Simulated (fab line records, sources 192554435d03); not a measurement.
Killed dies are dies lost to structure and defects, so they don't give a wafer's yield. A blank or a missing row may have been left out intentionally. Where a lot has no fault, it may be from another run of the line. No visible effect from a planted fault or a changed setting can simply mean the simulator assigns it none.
Chamber matching    flow n5Finfet    pecvd-03 running N5_BEOL_M5_PECVD_70: 3 sister chambers
The step deposits SiO2 from TEOS/O2, target thk 16 nm, time 18 s. 6 wafers are shown with their chamber, then 10 later ones without.

## WAFERS PAIRED WITH THEIR CHAMBERS
wafer   chamber  throttleValvePct (%)  heaterPowerW (W)
L082.5  1        23.3                  666
L085.1  2        21.0                  853
L085.2  1        23.1                  689
L085.6  0        20.5                  587
L084.2  0        20.8                  611
L084.4  2        21.0                  847

## WAFERS WITHOUT THEIR CHAMBER
wafer   throttleValvePct (%)  heaterPowerW (W)
L084.6  22.9                  677
L086.3  23.1                  631
L086.4  21.1                  817
L086.5  23.1                  627
L094.1  22.9                  594
L094.5  23.0                  572
L094.6  20.8                  556
L096.1  20.8                  579
L096.2  23.2                  679
L096.4  21.2                  938

## WHICH CHAMBER EACH WENT THROUGH
wafer   from the rows above  in truth
L084.6  1                    1
L086.3  1                    1
L086.4  2                    2
L086.5  1                    1
L094.1  1                    1
L094.5  1                    1
L094.6  0                    0
L096.1  0                    0
L096.2  1                    1
L096.4  2                    2
Correct placement for 10 of the 10. Can't be placed from these rows: 0. 0 placed wrongly.
How it was worked out, from the rows above alone: a wafer's distance from a chamber is the root of the sum, over the readings, of the square of ((its reading less the chamber's mean) divided by the reading's scatter). If the next closest chamber is less than 2 further off than the closest, the wafer can't be placed; otherwise it belongs to the closest. For every chamber, the mean is computed from those of its wafers that are shown. The scatter: the root of (the sum of the squares of (reading less its chamber's mean) over the shown wafers, divided by (wafers less chambers)).
